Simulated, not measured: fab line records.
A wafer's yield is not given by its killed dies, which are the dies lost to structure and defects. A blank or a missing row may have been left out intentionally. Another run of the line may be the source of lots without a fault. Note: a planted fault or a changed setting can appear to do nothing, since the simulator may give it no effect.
fab line records | flow nandHarc
[record] lots = 24 wafers = 72 lastDay = 33
route steps=1302 shown A_M1@1194 A_BONDPAD@1218
lots that met no fault: from a run of the same line without faults
startH: hours from the record's opening day to when the first of the lot's shown wafers began | waitH: how many hours have passed since the lot's step before this one | " same as the row above | L1.1+2: several wafers, shown together as one row | - no value, or no start given | * or withheld: withheld | < > ~ a bound
route shown NAME@n: names a module that has steps shown in the file, with the first one's number in the route | usual: average and standard deviation across the fault-free wafers | same: alike in all rows | chamber/n: place in a boat | sites: per-site readings | _std_site: standard deviation across them | _edge_site: inner sites' mean taken away from outer sites' mean | radiusMm: how far each site lies from the wafer's centre | mask NAME#n: copy n | behind: tool/chamber where the wafer was last shaped | hold: reason for holding the lot/hours on hold/outcome of the hold | device: which transistor (n, p or np) failed to switch | end of line: tests run on the same wafers once the route is complete | a step given without rows: its recipe and nothing more | killed: dies that structure and defects cost at the first sort, which is not the same as the wafer's yield | map: per-die view of a wafer (x killed, . not killed, _ where there is no die)
set.NAME: the setting that was run; set.NAME@STEP: the one run at that earlier step | model.NAME: the simulator's own value behind a step, which no gauge read
one table for each step of the route and one row for each wafer, over a sample of lots
services: when a tool's chamber went out of use (startH, in hours from the record's first day, below 0 if earlier), for how many hours, and the reason
[[steps]]
[step NHARC_A_M1_ANNEAL_31]
[recipe] tempC = 225 timeS = 90
[usual] wafer_temp_C_max = 226.6/0.37
// columns lot.wafer tool chamber startH waitH wafer_temp_C_max
L074.3 rtpAnneal-01 0 538.14 0.3 226.9
L074.4 " 0 " " 226.5
L074.5 " 0 " " 226.3
L076.1 rtpAnneal-01 0 538.71 - 226.4
L076.4 " 0 " " 226.4
L076.5 " 0 " " 226.4
L075.1 rtpAnneal-02 0 542.56 0.3 226.6
L075.3 " 0 " " 226.0
L075.5 " 0 " " 226.5
L077.1 rtpAnneal-01 0 554.33 0.4 227.0
L077.2 " 0 " " 226.9
L077.5 " 0 " " 226.0
L078.1 rtpAnneal-01 0 560.05 0.3 226.3
L078.2 " 0 " " 226.9
L078.5 " 0 " " 227.0
L080.4 rtpAnneal-01 0 584.96 - 226.3
L080.5 " 0 " " 226.1
L080.6 " 0 " " 226.1
L079.1 rtpAnneal-01 0 585.72 - 226.2
L079.3 " 0 " " 226.4
L079.5 " 0 " " 226.1
L083.1 rtpAnneal-02 0 612.67 - 227.2
L083.3 " 0 " " 227.0
L083.6 " 0 " " 226.4
L081.2 rtpAnneal-01 0 630.45 0.3 226.6
L081.4 " 0 " " 226.8
L081.5 " 0 " " 227.1
L082.1 rtpAnneal-01 0 637.98 - 226.4
L082.2 " 0 " " 226.4
L082.4 " 0 " " 226.3
L085.4 rtpAnneal-02 0 639.74 0.4 227.1
L085.5 " 0 " " 226.4
L085.6 " 0 " " 226.9
L084.2 rtpAnneal-02 0 641.62 0.4 226.6
L084.5 " 0 " " 226.8
L084.6 " 0 " " 227.4
L087.1 rtpAnneal-02 0 657.69 - 226.8
L087.2 " 0 " " 226.7
L087.6 " 0 " " 226.7
L086.1 rtpAnneal-01 0 660.54 - 226.3
L086.2 " 0 " " 226.6
L086.5 " 0 " " 226.5
L088.2 rtpAnneal-01 0 684.22 0.4 226.5
L088.3 " 0 " " 226.8
L088.6 " 0 " " 226.4
L089.2 rtpAnneal-02 0 695.20 - 226.6
L089.4 " 0 " " 226.8
L089.6 " 0 " " 227.7
L090.1 rtpAnneal-02 0 697.83 0.3 226.3
L090.2 " 0 " " 226.9
L090.3 " 0 " " 227.3
L092.1 rtpAnneal-01 0 712.60 0.3 226.6
L092.2 " 0 " " 227.0
L092.4 " 0 " " 226.0
L091.3 rtpAnneal-02 0 712.89 - 226.7
L091.5 " 0 " " 227.5
L091.6 " 0 " " 226.3
L093.4 rtpAnneal-01 0 718.35 - 226.8
L093.5 " 0 " " 226.2
L093.6 " 0 " " 226.5
L095.1 rtpAnneal-01 0 735.06 0.3 226.8
L095.2 " 0 " " 226.2
L095.6 " 0 " " 226.8
L094.2 rtpAnneal-02 0 735.28 - 227.5
L094.5 " 0 " " 226.9
L094.6 " 0 " " 227.0
L096.1 rtpAnneal-01 0 752.12 0.5 226.5
L096.2 " 0 " " 226.2
L096.5 " 0 " " 227.3
L097.1 rtpAnneal-02 0 756.00 - 227.4
L097.3 " 0 " " 227.0
L097.4 " 0 " " 226.4
[step NHARC_A_BONDPAD_DESCUM_11]
[recipe] timeS = 3 o2FlowSccm = 200 arFlowSccm = 0 biasPowerW = 0 chemistry = O2
[usual] drypumpMotorCurrentA = 5.8/0.43 oesProductAu = 0.997/0.01 rfVppV = 57.5/0.85 showerheadPlenumPTorr = 1.86/0.048 throttleValvePct = 11.312/0.0097
// columns lot.wafer tool chamber startH waitH drypumpMotorCurrentA oesProductAu rfHoursCounterH rfVppV showerheadPlenumPTorr throttleValvePct
L074.3 rieDiel-10 2 541.00 - 5.6 1.000 4 58.3 1.86 11.338
L074.4 " 1 " " 5.9 0.992 - 58.1 1.85 11.313
L074.5 " 2 " " 5.6 1.011 - 56.8 1.87 11.310
L076.1 rieDiel-10 2 541.57 - 5.6 1.016 4 57.2 1.87 11.325
L076.4 " 0 " " 6.5 0.982 - 57.6 1.94 11.330
L076.5 " 2 " " 5.6 1.007 - 58.1 1.87 11.311
L075.1 rieDiel-10 1 545.50 - 5.9 1.000 4 57.9 1.85 11.301
L075.3 " 0 " " 6.5 0.982 4 58.2 1.94 11.319
L075.5 " 2 " " 5.6 1.013 - 58.5 1.86 11.314
L077.1 rieDiel-13 3 557.31 - 5.4 1.006 3 58.6 1.88 11.299
L077.2 " 0 " " 5.2 0.986 3 57.6 1.81 11.320
L077.5 " 2 " " 6.2 1.013 - 57.7 1.80 11.298
L078.2 rieDiel-08 2 562.88 - 6.2 0.986 0 56.3 1.86 11.312
L078.1 " 0 " " 5.4 0.986 0 57.4 1.89 11.306
L078.5 " 2 " " 6.2 0.980 - 58.3 1.86 11.318
L080.4 rieDiel-10 1 587.63 - 5.9 0.981 5 57.5 1.85 11.324
L080.6 " 1 " " 5.9 0.982 - 58.9 1.85 11.304
L080.5 " 2 " " 5.6 0.989 - 57.6 1.86 11.303
L079.1 rieDiel-10 0 588.75 - 6.4 0.988 5 57.2 1.94 11.302
L079.3 " 2 " " 5.6 1.003 4 56.5 1.86 11.285
L079.5 " 3 " " 5.2 1.006 - 56.9 1.78 11.304
L083.3 rieDiel-10 3 615.50 - 5.2 1.001 0 57.7 1.78 11.295
L083.1 " 1 " " 5.9 1.007 0 57.7 1.85 11.316
L083.6 " 3 " " 5.2 1.007 - 56.8 1.78 11.313
L081.2 rieDiel-10 0 633.45 - 6.5 0.989 1 58.3 1.94 11.303
L081.4 " 1 " " 5.9 0.996 1 57.2 1.85 11.298
L081.5 " 1 " " 5.9 1.001 - 56.3 1.85 11.307
L082.2 rieDiel-10 0 641.13 - 6.4 0.980 1 57.5 1.94 11.317
L082.1 " 1 " " 5.9 0.996 1 59.6 1.85 11.312
L082.4 " 2 " " 5.6 0.992 1 58.0 1.86 11.339
L085.4 rieDiel-10 0 642.58 - 6.4 0.974 1 56.1 1.94 11.316
L085.5 " 2 " " 5.6 0.993 - 57.8 1.86 11.328
L085.6 " 3 " " 5.2 1.002 - 56.3 1.78 11.309
L084.2 rieDiel-10 2 644.72 - 5.5 1.009 1 57.1 1.86 11.312
L084.5 " 3 " " 5.2 1.002 - 56.8 1.78 11.328
L084.6 " 0 " " 6.5 0.998 - 57.1 1.94 11.292
L087.2 rieDiel-10 3 660.65 - 5.2 0.999 2 55.5 1.78 11.314
L087.1 " 0 " " 6.4 0.998 2 57.3 1.94 11.314
L087.6 " 2 " " 5.6 0.993 - 56.5 1.86 11.319
L086.1 rieDiel-13 2 663.51 - 6.2 1.024 22 58.3 1.79 11.324
L086.2 " 1 " " 5.2 1.012 19 58.6 1.89 11.305
L086.5 " 2 " " 6.2 1.030 - 57.6 1.79 11.305
L088.2 rieDiel-10 3 687.12 - 5.2 0.997 3 58.0 1.78 11.314
L088.3 " 1 " " 5.9 0.994 3 58.1 1.85 11.318
L088.6 " 3 " " 5.2 0.993 - 57.4 1.78 11.312
L089.2 rieDiel-08 3 698.09 - 5.9 0.987 47 56.7 1.83 11.311
L089.4 " 0 " " 5.5 0.988 48 57.4 1.87 11.313
L089.6 " 0 " " 5.4 0.984 - 57.5 1.87 11.316
L090.1 rieDiel-10 0 700.78 - 6.5 0.987 4 58.7 1.94 11.308
L090.2 " 1 " " 5.9 0.999 4 57.9 1.85 11.299
L090.3 " 2 " " 5.6 0.990 4 55.7 1.86 11.318
L092.4 rieDiel-08 1 715.44 - 5.7 0.999 57 58.7 1.87 11.316
L092.2 " 3 " " 5.9 0.993 54 57.7 1.83 11.302
L092.1 " 0 " " 5.4 0.984 53 57.0 1.87 11.318
L091.3 rieDiel-08 1 715.80 - 5.6 0.990 57 58.0 1.87 11.313
L091.6 " 2 " " 6.2 0.981 - 57.3 1.85 11.329
L091.5 " 3 " " 5.9 0.999 - 55.0 1.83 11.314
L093.4 rieDiel-10 0 721.19 - 6.5 0.993 5 57.6 1.93 11.314
L093.6 " 2 " " 5.6 0.989 - 55.7 1.86 11.298
L093.5 " 3 " " 5.3 1.012 - 57.1 1.78 11.309
L095.1 rieDiel-10 3 738.03 - 5.2 1.003 5 56.7 1.78 11.303
L095.2 " 1 " " 5.9 1.005 5 57.5 1.85 11.299
L095.6 " 2 " " 5.6 0.996 - 57.8 1.86 11.318
L094.2 rieDiel-13 1 738.19 - 5.2 1.014 6 57.9 1.89 11.315
L094.5 " 0 " " 5.2 0.998 - 57.8 1.80 11.308
L094.6 " 1 " " 5.2 1.002 - 56.8 1.89 11.296
L096.1 rieDiel-08 0 754.94 - 5.5 0.992 4 56.5 1.87 11.302
L096.2 " 3 " " 5.9 1.005 4 57.9 1.83 11.309
L096.5 " 0 " " 5.4 1.000 - 56.9 1.87 11.314
L097.1 rieDiel-08 0 758.96 - 5.5 0.993 4 58.0 1.87 11.308
L097.4 " 1 " " 5.6 0.995 5 55.9 1.87 11.293
L097.3 " 2 " " 6.2 1.001 4 58.0 1.84 11.319
[step NHARC_A_BONDPAD_ETCH_24]
[recipe] targetDepthA = 300 overEtchFrac = 0.3 timeS = 72.99 ionEnergyEv = 150 cf4FlowSccm = 50 n2FlowSccm = 100 arFlowSccm = 150 rfW = 300 biasW = 100 chemistry = CF4/N2
[usual] drypumpMotorCurrentA = 5.7/0.45 oesProductAu = 1.000/0.011 rfVppV = 312.8/1.3 showerheadPlenumPTorr = 2.55/0.064 throttleValvePct = 19.794/0.009
// columns lot.wafer tool chamber startH waitH drypumpMotorCurrentA oesProductAu rfHoursCounterH rfVppV showerheadPlenumPTorr throttleValvePct
L074.4 rieDiel-08 1 - - 5.7 0.969 40 313.7 2.60 19.799
L074.3 " 0 " " 5.5 0.994 43 313.5 2.59 19.796
L074.5 " 1 " " 5.6 0.987 - 313.7 2.60 19.794
L076.1 rieDiel-08 1 - - 5.6 0.991 40 314.4 2.60 19.801
L076.4 " 3 " " 5.9 1.003 45 313.0 2.54 19.783
L076.5 " 2 " " 6.2 0.978 - 313.6 2.56 19.801
L075.3 rieDiel-13 0 - - 5.2 0.986 3 311.9 2.49 19.792
L075.1 " 2 " " 6.2 1.010 3 311.2 2.47 19.784
L075.5 " 1 " " 5.2 1.011 - 313.5 2.61 19.799
L077.2 rieDiel-13 3 - - 5.4 1.001 3 314.2 2.58 19.793
L077.1 " 0 " " 5.2 0.996 3 311.0 2.49 19.786
L077.5 " 3 " " 5.4 1.003 - 312.9 2.58 19.790
L078.1 rieDiel-13 0 - - 5.2 0.998 5 311.9 2.49 19.783
L078.2 " 3 " " 5.4 1.008 5 313.4 2.58 19.801
L078.5 " 1 " " 5.2 1.007 - 314.5 2.61 19.786
L080.4 rieDiel-13 0 - - 5.2 0.985 7 311.8 2.49 19.777
L080.5 " 2 " " 6.2 1.020 - 310.0 2.47 19.800
L080.6 " 3 " " 5.3 1.007 - 314.4 2.58 19.783
L079.3 rieDiel-13 3 - - 5.4 0.996 8 312.3 2.58 19.783
L079.1 " 0 " " 5.2 0.992 7 310.5 2.49 19.789
L079.5 " 2 " " 6.1 1.027 - 313.0 2.47 19.802
L083.1 rieDiel-10 0 - - 6.5 0.978 0 314.7 2.66 19.779
L083.3 " 1 " " 5.9 1.003 0 313.3 2.54 19.797
L083.6 " 0 " " 6.5 0.985 - 315.0 2.66 19.809
L081.2 rieDiel-10 2 - - 5.6 0.982 1 314.1 2.56 19.786
L081.4 " 3 " " 5.2 0.996 1 309.9 2.45 19.803
L081.5 " 3 " " 5.2 1.008 - 310.3 2.45 19.789
L082.2 rieDiel-10 0 - - 6.5 0.993 1 313.8 2.66 19.770
L082.4 " 2 " " 5.6 1.003 1 314.2 2.56 19.799
L082.1 " 3 " " 5.3 0.997 1 312.0 2.45 19.791
L085.4 rieDiel-13 3 - - 5.4 1.005 18 313.5 2.57 19.796
L085.6 " 3 " " 5.4 1.010 - 313.0 2.57 19.799
L085.5 " 0 " " 5.2 1.000 - 312.2 2.48 19.804
L084.2 rieDiel-10 3 - - 5.2 0.998 2 312.4 2.45 19.805
L084.5 " 2 " " 5.6 0.994 - 313.5 2.56 19.795
L084.6 " 3 " " 5.2 0.989 - 312.5 2.45 19.796
L087.1 rieDiel-10 2 - - 5.6 0.994 2 311.3 2.56 19.802
L087.2 " 0 " " 6.4 0.997 2 315.6 2.66 19.798
L087.6 " 2 " " 5.6 0.980 - 312.4 2.56 19.805
L086.1 rieDiel-10 1 - - 5.9 0.985 2 312.4 2.54 19.811
L086.2 " 2 " " 5.6 1.003 2 312.4 2.56 19.785
L086.5 " 3 " " 5.2 1.011 - 312.0 2.45 19.790
L088.2 rieDiel-10 1 - - 5.9 0.995 3 313.3 2.54 19.786
L088.3 " 2 " " 5.6 1.008 3 313.9 2.56 19.786
L088.6 " 0 " " 6.4 0.993 - 315.9 2.65 19.801
L089.2 rieDiel-10 1 - - 5.9 1.001 4 312.6 2.54 19.792
L089.4 " 2 " " 5.6 0.994 4 312.1 2.56 19.781
L089.6 " 0 " " 6.5 0.993 - 314.3 2.65 19.808
L090.2 rieDiel-10 1 - - 5.9 0.993 4 312.8 2.54 19.788
L090.1 " 3 " " 5.2 1.003 4 311.3 2.45 19.791
L090.3 " 0 " " 6.4 0.989 5 314.0 2.65 19.795
L092.2 rieDiel-10 0 - - 6.4 0.989 5 314.3 2.65 19.791
L092.1 " 2 " " 5.6 1.005 4 313.7 2.56 19.791
L092.4 " 3 " " 5.2 1.018 5 310.6 2.45 19.795
L091.3 rieDiel-08 1 - - 5.6 1.000 57 314.0 2.57 19.805
L091.5 " 2 " " 6.2 0.983 - 312.7 2.54 19.795
L091.6 " 3 " " 5.9 0.991 - 312.3 2.52 19.805
L093.4 rieDiel-10 0 - - 6.5 0.995 5 314.5 2.65 19.780
L093.6 " 3 " " 5.3 1.015 - 311.3 2.45 19.800
L093.5 " 0 " " 6.5 0.994 - 313.3 2.65 19.799
L095.2 rieDiel-10 3 738.67 0.1 5.2 0.998 5 310.3 2.45 19.789
L095.1 " 1 " " 5.9 1.002 5 312.3 2.54 19.794
L095.6 " 2 " " 5.6 1.011 - 311.4 2.56 19.794
L094.2 rieDiel-13 3 - - 5.4 1.008 7 314.8 2.56 19.785
L094.5 " 0 " " 5.2 0.996 - 312.4 2.47 19.800
L094.6 " 1 " " 5.2 1.004 - 314.7 2.60 19.802
L096.1 rieDiel-08 2 - - 6.2 0.992 4 314.2 2.53 19.801
L096.2 " 3 " " 5.9 1.000 4 313.0 2.51 19.810
L096.5 " 1 " " 5.6 0.989 - 312.6 2.57 19.784
L097.1 rieDiel-13 0 - - 5.2 1.002 8 312.5 2.47 19.793
L097.3 " 2 " " 6.1 1.012 9 310.9 2.46 19.796
L097.4 " 3 " " 5.4 1.017 9 311.5 2.56 19.776
[step NHARC_A_BONDPAD_ANNEAL_28]
[recipe] tempC = 225 timeS = 90
[usual] wafer_temp_C_max = 226.6/0.38
// columns lot.wafer tool chamber startH waitH wafer_temp_C_max
L074.3 rtpAnneal-01 0 542.93 - 226.4
L074.4 " 0 " " 226.4
L074.5 " 0 " " 226.3
L076.1 rtpAnneal-01 0 543.29 0.3 226.7
L076.4 " 0 " " 226.5
L076.5 " 0 " " 226.3
L075.1 rtpAnneal-01 0 547.26 0.4 226.9
L075.3 " 0 " " 226.1
L075.5 " 0 " " 226.5
L077.1 rtpAnneal-02 0 558.98 - 227.1
L077.2 " 0 " " 226.9
L077.5 " 0 " " 226.7
L078.1 rtpAnneal-02 0 564.57 0.3 226.5
L078.2 " 0 " " 226.2
L078.5 " 0 " " 226.7
L080.4 rtpAnneal-01 0 589.46 - 227.0
L080.5 " 0 " " 226.5
L080.6 " 0 " " 226.4
L079.1 rtpAnneal-01 0 590.42 - 226.3
L079.3 " 0 " " 227.0
L079.5 " 0 " " 226.5
L083.1 rtpAnneal-02 0 617.19 0.3 227.2
L083.3 " 0 " " 226.9
L083.6 " 0 " " 227.2
L081.2 rtpAnneal-01 0 635.18 - 226.1
L081.4 " 0 " " 226.6
L081.5 " 0 " " 227.0
L082.1 rtpAnneal-01 0 642.84 0.3 227.0
L082.2 " 0 " " 226.4
L082.4 " 0 " " 226.5
L085.4 rtpAnneal-02 0 644.42 - 227.0
L085.5 " 0 " " 226.9
L085.6 " 0 " " 226.8
L084.2 rtpAnneal-01 0 646.42 - 226.2
L084.5 " 0 " " 226.4
L084.6 " 0 " " 227.3
L087.1 rtpAnneal-01 0 662.33 0.3 226.7
L087.2 " 0 " " 226.6
L087.6 " 0 " " 227.3
L086.1 rtpAnneal-02 0 665.20 0.3 227.5
L086.2 " 0 " " 226.3
L086.5 " 0 " " 227.0
L088.2 rtpAnneal-02 0 688.89 0.4 226.9
L088.3 " 0 " " 226.8
L088.6 " 0 " " 227.2
L089.2 rtpAnneal-01 0 699.95 - 226.3
L089.4 " 0 " " 226.0
L089.6 " 0 " " 226.0
L090.1 rtpAnneal-02 0 702.50 0.3 226.6
L090.2 " 0 " " 226.6
L090.3 " 0 " " 226.7
L092.1 rtpAnneal-01 0 717.25 - 226.4
L092.2 " 0 " " 226.3
L092.4 " 0 " " 226.9
L091.3 rtpAnneal-01 0 717.67 0.3 225.7
L091.5 " 0 " " 226.2
L091.6 " 0 " " 226.3
L093.4 rtpAnneal-02 0 723.06 - 228.0
L093.5 " 0 " " 226.7
L093.6 " 0 " " 226.6
L095.1 rtpAnneal-02 0 739.81 - 226.9
L095.2 " 0 " " 227.1
L095.6 " 0 " " 227.5
L094.2 rtpAnneal-01 0 739.90 - 226.1
L094.5 " 0 " " 226.4
L094.6 " 0 " " 226.7
L096.1 rtpAnneal-01 0 756.64 - 226.4
L096.2 " 0 " " 226.3
L096.5 " 0 " " 226.0
L097.1 rtpAnneal-01 0 760.72 - 226.8
L097.3 " 0 " " 226.2
L097.4 " 0 " " 226.4
[step NHARC_A_BONDPAD_THK_MEAS_20]
[recipe] thkMeasGauge = xrf
[usual] thkNm = 169.7/1.3
// columns lot.wafer tool chamber startH waitH thkNm
L074.3 filmMetro-01 - 543.49 - 171.0
L074.4 " - " " 168.6
L074.5 " - " " 169.5
L076.1 filmMetro-01 - 543.96 - 168.9
L076.4 " - " " 168.6
L076.5 " - " " 171.2
L075.1 filmMetro-01 - 547.92 - 169.6
L075.3 " - " " 171.1
L075.5 " - " " 170.9
L077.1 filmMetro-02 - 559.65 - 167.9
L077.2 " - " " 168.9
L077.5 " - " " 168.8
L078.1 filmMetro-02 - 565.23 - 170.0
L078.2 " - " " 170.5
L078.5 " - " " 168.2
L080.4 filmMetro-02 - 589.97 - 168.0
L080.5 " - " " 168.8
L080.6 " - " " 167.6
L079.1 filmMetro-02 - 591.10 - 171.2
L079.3 " - " " 169.2
L079.5 " - " " 170.3
L083.1 filmMetro-01 - 617.86 - 170.4
L083.3 " - " " 171.0
L083.6 " - " " 169.7
L081.2 filmMetro-02 - 635.79 - 169.9
L081.4 " - " " 169.9
L081.5 " - " " 168.8
L082.1 filmMetro-01 - 643.51 - 169.5
L082.2 " - " " 169.2
L082.4 " - " " 170.6
L085.4 filmMetro-02 - 644.94 - 168.9
L085.5 " - " " 168.7
L085.6 " - " " 169.9
L084.2 filmMetro-01 - 647.04 - 169.3
L084.5 " - " " 170.8
L084.6 " - " " 170.4
L087.1 filmMetro-01 - 663.00 - 170.8
L087.2 " - " " 170.6
L087.6 " - " " 169.3
L086.1 filmMetro-02 - 665.86 - 169.9
L086.2 " - " " 169.0
L086.5 " - " " 171.2
L088.2 filmMetro-02 - 689.51 - 169.7
L088.3 " - " " 168.8
L088.6 " - " " 168.8
L089.2 filmMetro-01 - 700.56 - 170.0
L089.4 " - " " 167.3
L089.6 " - " " 169.2
L090.1 filmMetro-02 - 703.16 - 170.1
L090.2 " - " " 169.7
L090.3 " - " " 171.1
L092.1 filmMetro-02 - 717.92 - 170.2
L092.2 " - " " 171.1
L092.4 " - " " 169.6
L091.3 filmMetro-02 - 718.23 - 172.6
L091.5 " - " " 170.3
L091.6 " - " " 170.2
L093.4 filmMetro-01 - 723.57 - 169.7
L093.5 " - " " 169.0
L093.6 " - " " 169.0
L095.1 filmMetro-02 - 740.48 - 171.9
L095.2 " - " " 171.1
L095.6 " - " " 173.5
L094.2 filmMetro-02 - 740.52 - 169.3
L094.5 " - " " 170.6
L094.6 " - " " 171.5
L096.1 filmMetro-02 - 757.31 - 171.1
L096.2 " - " " 168.7
L096.5 " - " " 167.7
L097.1 filmMetro-02 - 761.39 - 168.4
L097.3 " - " " 169.6
L097.4 " - " " 169.1
[step NHARC_A_BONDPAD_INSPECT_23]
[usual] rawDefectCount = 548/130
// columns lot.wafer tool chamber startH waitH rawDefectCount
L074.3 defectInspect-02 - 543.70 0.0 675
L074.4 " - " " 531
L074.5 " - " " 453
L076.1 defectInspect-01 - 544.19 0.0 394
L076.4 " - " " 355
L076.5 " - " " 554
L075.1 defectInspect-01 - 548.15 0.0 625
L075.3 " - " " 514
L075.5 " - " " 629
L077.1 defectInspect-01 - 559.86 0.0 568
L077.2 " - " " 550
L077.5 " - " " 581
L078.1 defectInspect-02 - 565.46 0.0 383
L078.2 " - " " 376
L078.5 " - " " 539
L080.4 defectInspect-01 - 590.18 0.0 457
L080.5 " - " " 512
L080.6 " - " " 440
L079.1 defectInspect-02 - 591.30 0.0 709
L079.3 " - " " 613
L079.5 " - " " 459
L083.1 defectInspect-01 - 618.09 0.0 786
L083.3 " - " " 760
L083.6 " - " " 576
L081.2 defectInspect-02 - 636.01 0.0 462
L081.4 " - " " 339
L081.5 " - " " 458
L082.1 defectInspect-01 - 643.71 0.0 653
L082.2 " - " " 707
L082.4 " - " " 878
L085.4 defectInspect-01 - 645.14 0.0 471
L085.5 " - " " 495
L085.6 " - " " 659
L084.2 defectInspect-02 - 647.25 0.0 518
L084.5 " - " " 398
L084.6 " - " " 352
L087.1 defectInspect-01 - 663.20 0.0 542
L087.2 " - " " 604
L087.6 " - " " 450
L086.1 defectInspect-01 - 666.09 0.0 682
L086.2 " - " " 586
L086.5 " - " " 582
L088.2 defectInspect-02 - 689.72 0.0 547
L088.3 " - " " 461
L088.6 " - " " 563
L089.2 defectInspect-01 - 700.76 0.0 732
L089.4 " - " " 472
L089.6 " - " " 565
L090.1 defectInspect-02 - 703.39 0.0 445
L090.2 " - " " 355
L090.3 " - " " 361
L092.1 defectInspect-01 - 718.20 0.0 755
L092.2 " - " " 499
L092.4 " - " " 557
L091.3 defectInspect-02 - 718.46 0.0 576
L091.5 " - " " 522
L091.6 " - " " 502
L093.4 defectInspect-01 - 723.78 0.0 584
L093.5 " - " " 485
L093.6 " - " " 640
L095.1 defectInspect-01 - 740.69 0.0 974
L095.2 " - " " 892
L095.6 " - " " 832
L094.2 defectInspect-01 - 740.75 0.0 524
L094.5 " - " " 445
L094.6 " - " " 382
L096.1 defectInspect-01 - 757.51 0.0 825
L096.2 " - " " 472
L096.5 " - " " 566
L097.1 defectInspect-01 - 761.60 0.0 584
L097.3 " - " " 775
L097.4 " - " " 448
[[services]]
// columns tool chamber startH hours kind
rieDiel-13 - 519.60 9.0 pm
rieDiel-10 0 526.50 - clean
rieDiel-10 1 526.50 - clean
rieDiel-10 2 526.50 - clean
rieDiel-10 3 526.50 - clean
rieDiel-08 2 527.73 2.6 repair
rieDiel-10 0 551.00 - clean
rieDiel-10 1 551.00 - clean
rieDiel-10 2 551.00 - clean
rieDiel-10 3 551.00 - clean
rieDiel-08 - 553.42 9.0 pm
rieDiel-10 0 575.50 - clean
rieDiel-10 1 575.50 - clean
rieDiel-10 2 575.50 - clean
rieDiel-10 3 575.50 - clean
rieDiel-13 1 576.90 4.4 repair
rieDiel-10 - 596.50 9.0 pm
rieDiel-10 0 596.50 9.0 ventCycle
rieDiel-08 0 676.51 5.7 repair
rieDiel-13 - 696.60 9.0 pm
rieDiel-08 - 731.25 9.0 pm
rieDiel-10 0 735.03 4.4 repair
rtpAnneal-02 - 744.00 12.0 pm
rieDiel-10 2 752.31 6.6 repair
[[key]]
fault none
